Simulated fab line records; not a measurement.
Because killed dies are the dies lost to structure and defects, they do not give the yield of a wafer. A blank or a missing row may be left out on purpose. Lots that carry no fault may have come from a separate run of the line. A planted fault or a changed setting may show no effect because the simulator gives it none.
What tool caused it? ; flow nand_harc ; 12 lots with 36 wafers sampled at 6 steps, on a route of 1159 steps

## WHAT THE GAUGES READ, wafer by wafer
NHARC_A_BLC_INSPECT_12.
lot;measured;on;raw_defect_count
L118;day 17 14:38;defect_inspect-01;23 22 33
L117;day 17 21:08;defect_inspect-01;20 21 25
L119;day 17 22:34;defect_inspect-02;30 33 40
L122;day 18 02:52;defect_inspect-01;21 26 32
L121;day 18 13:52;defect_inspect-01;43 48 39
L116;day 18 18:33;defect_inspect-01;13 10 16
L125;day 19 15:22;defect_inspect-02;55 32 46
L130;day 20 04:13;defect_inspect-01;15 9 12
L131;day 21 05:41;defect_inspect-01;28 31 28
L137;day 22 13:01;defect_inspect-02;18 14 274
L138;day 22 16:17;defect_inspect-02;295 295 19
L139;day 22 23:50;defect_inspect-02;29 23 22

NHARC_A_BLC_CD_MEAS_19.
lot;measured;on;cd_nm (nm)
L118;day 17 15:40;cd_sem-01;98.3 101.5 98.4
L117;day 17 22:10;cd_sem-03;99.3 100.9 97.9
L119;day 17 23:35;cd_sem-02;103.0 96.4 96.4
L122;day 18 03:53;cd_sem-02;98.9 99.9 103.2
L121;day 18 15:05;cd_sem-03;100.3 100.5 100.9
L116;day 18 19:35;cd_sem-03;99.0 97.9 99.8
L125;day 19 16:23;cd_sem-02;100.3 99.6 98.7
L130;day 20 05:15;cd_sem-02;99.3 96.6 100.0
L131;day 21 06:43;cd_sem-01;98.2 99.0 97.4
L137;day 22 14:02;cd_sem-03;96.2 98.9 101.2
L138;day 22 17:30;cd_sem-02;96.8 100.9 96.3
L139;day 23 00:52;cd_sem-01;98.1 99.9 98.7

NHARC_END_SORT_01.
lot;measured;on;killed_at_array;killed_at_other;killed_at_periphery;killed_dies;killed_open;killed_short
L137;day 24 08:28;prober-01;14 13 215;0 1 1;6 3 1;20 17 217;5 2 2;2 3 2
L138;day 24 16:11;prober-02;227 224 19;0 0 0;3 3 4;230 227 23;3 3 4;4 1 3

## WHAT TOOL EACH LOT RAN ON (gives the tool, then ch and the chambers of the sampled wafers, and finally the start)
lot;NHARC_A_CONTACT_CMP_20;NHARC_A_BLC_ETCH_16;NHARC_A_BLC_DEGAS_30
L118;cmp-01 ch 0,2,3, day 17 13:46;rie_diel-08 ch 1,2,3, day 17 14:48;pvd_sputter-03, day 17 16:16
L117;cmp-01 ch 0,1, day 17 20:13;rie_diel-04 ch 0,2,3, day 17 21:17;pvd_sputter-03, day 17 22:47
L119;cmp-03 ch 2,3, day 17 21:32;rie_diel-04 ch 2,3, day 17 22:43;pvd_sputter-02, day 18 00:12
L122;cmp-01 ch 0,1,3, day 18 01:53;rie_diel-04 ch 0,2,3, day 18 03:01;pvd_sputter-01, day 18 04:29
L121;cmp-03 ch 0,1,3, day 18 12:50;rie_diel-04 ch 0,2, day 18 14:02;pvd_sputter-03, day 18 15:43
L116;cmp-04 ch 0,3, day 18 17:31;rie_diel-08 ch 1,2,3, day 18 18:42;pvd_sputter-03, day 18 20:11
L125;cmp-03 ch 0,1,3, day 19 14:27;rie_diel-04 ch 0,1,3, day 19 15:31;pvd_sputter-03, day 19 17:00
L130;cmp-01 ch 0,3, day 20 03:12;rie_diel-08 ch 1,2, day 20 04:22;pvd_sputter-01, day 20 05:51
L131;cmp-04 ch 0,1,2, day 21 04:42;rie_diel-04 ch 0,3, day 21 05:50;pvd_sputter-03, day 21 07:20
L137;cmp-03 ch 0,1,2, day 22 11:56;rie_diel-04 ch 1,2,3, day 22 13:09;pvd_sputter-03, day 22 14:39
L138;cmp-03 ch 1,2, day 22 15:13;rie_diel-08 ch 2,3, day 22 16:28;pvd_sputter-03, day 22 18:08
L139;cmp-04 ch 2,3, day 22 22:55;rie_diel-04 ch 0,1,3, day 22 23:59;pvd_sputter-02, day 23 01:29
- NHARC_A_CONTACT_CMP_20: polishes, t overpolish 30 s, target thk 300 nm.
- NHARC_A_BLC_ETCH_16: etches the open film in CF4, target depth 39 nm, time 65 s.
- NHARC_A_BLC_DEGAS_30: time 60 s.

## WHAT THE TOOLS THEMSELVES READ (means of the sampled wafers that have a number; where no wafer has one, the mark that the record gives instead)
NHARC_A_CONTACT_CMP_20.
lot;tool;motor_current_A (A);overpolish_run_s (s);time_to_endpoint_s (s)
L118;cmp-01;12.1;29.999;57
L117;cmp-01;11.6;29.996;59
L119;cmp-03;13.1;29.991;61
L122;cmp-01;12.8;29.991;60
L121;cmp-03;12.9;29.996;57
L116;cmp-04;11.9;29.999;59
L125;cmp-03;13.0;29.994;56
L130;cmp-01;11.7;29.999;62
L131;cmp-04;11.6;29.997;60
L137;cmp-03;13.7;29.998;62
L138;cmp-03;12.9;30.008;67
L139;cmp-04;11.4;29.989;59

NHARC_A_BLC_ETCH_16.
lot;tool;cf4_flow_sccm (sccm);drypump_motor_current_A (A);oes_product_au (a.u.);rf_vpp_V (V);showerhead_plenum_p_Torr (Torr);throttle_valve_pct (%)
L118;rie_diel-08;149.8;6.2;0.999;151.9;1.73;13.283
L117;rie_diel-04;149.9;6.0;1.000;150.5;1.73;13.283
L119;rie_diel-04;150.1;6.1;1.003;150.2;1.66;13.285
L122;rie_diel-04;149.7;6.0;0.996;150.9;1.73;13.293
L121;rie_diel-04;149.9;5.8;0.994;150.9;1.72;13.287
L116;rie_diel-08;150.2;6.2;0.996;151.2;1.73;13.274
L125;rie_diel-04;150.2;5.8;0.997;150.7;1.75;13.285
L130;rie_diel-08;150.3;6.5;0.997;151.3;1.74;13.278
L131;rie_diel-04;150.1;6.2;1.009;151.0;1.73;13.279
L137;rie_diel-04;149.6;5.7;1.000;150.3;1.67;13.284
L138;rie_diel-08;149.9;6.0;0.991;150.4;1.76;13.282
L139;rie_diel-04;150.1;5.8;1.010;151.1;1.74;13.291

NHARC_A_BLC_DEGAS_30.
lot;tool;heater_power_w (W)
L118;pvd_sputter-03;448
L117;pvd_sputter-03;453
L119;pvd_sputter-02;458
L122;pvd_sputter-01;471
L121;pvd_sputter-03;467
L116;pvd_sputter-03;446
L125;pvd_sputter-03;459
L130;pvd_sputter-01;437
L131;pvd_sputter-03;457
L137;pvd_sputter-03;444
L138;pvd_sputter-03;450
L139;pvd_sputter-02;495

## THE ANSWER, worked out from the rows above alone
Rule: the usual values come from the lots themselves. The widest of any qualifying gaps counts: lots, ordered by their means at a reading, are off when they make up no more than a third of the lots, leave a main group of 4 or more, and stand apart from it by 3 or more times the standard deviation of that group's means. If all means in a main group match to the digits the tables above print for the reading, that group is not used. A lot without any number at a reading at which 4 lots or more have one is off too. Any other lot the step has rows for is counted as sound. After the gauges, taken in route order, come the tools' own readings; for these a lot's mean is taken, as printed above. The first step at which some lot is off is used, and at that step the reading that is off furthest; a lot without a number counts as furthest.
Off: L137, L138 (NHARC_A_BLC_INSPECT_12, raw_defect_count). Mean 28 and standard deviation 10 in the main group.
A tool fits if, at a process step before that reading, it ran every lot that is off, and no sound lot after the first of them. Gauges at NHARC_A_BLC_INSPECT_12: tried the same way as those tools. One candidate fits, namely cmp-03 at NHARC_A_CONTACT_CMP_20. Its last sound lot is L125 (day 19 14:27), its first lot that is off L137 (day 22 11:56): a fault that began between those two fits.

## WHAT HAD BEEN PUT IN BY THE SIMULATOR
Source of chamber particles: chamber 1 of cmp-03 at NHARC_A_CONTACT_CMP_20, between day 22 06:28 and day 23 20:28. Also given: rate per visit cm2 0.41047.
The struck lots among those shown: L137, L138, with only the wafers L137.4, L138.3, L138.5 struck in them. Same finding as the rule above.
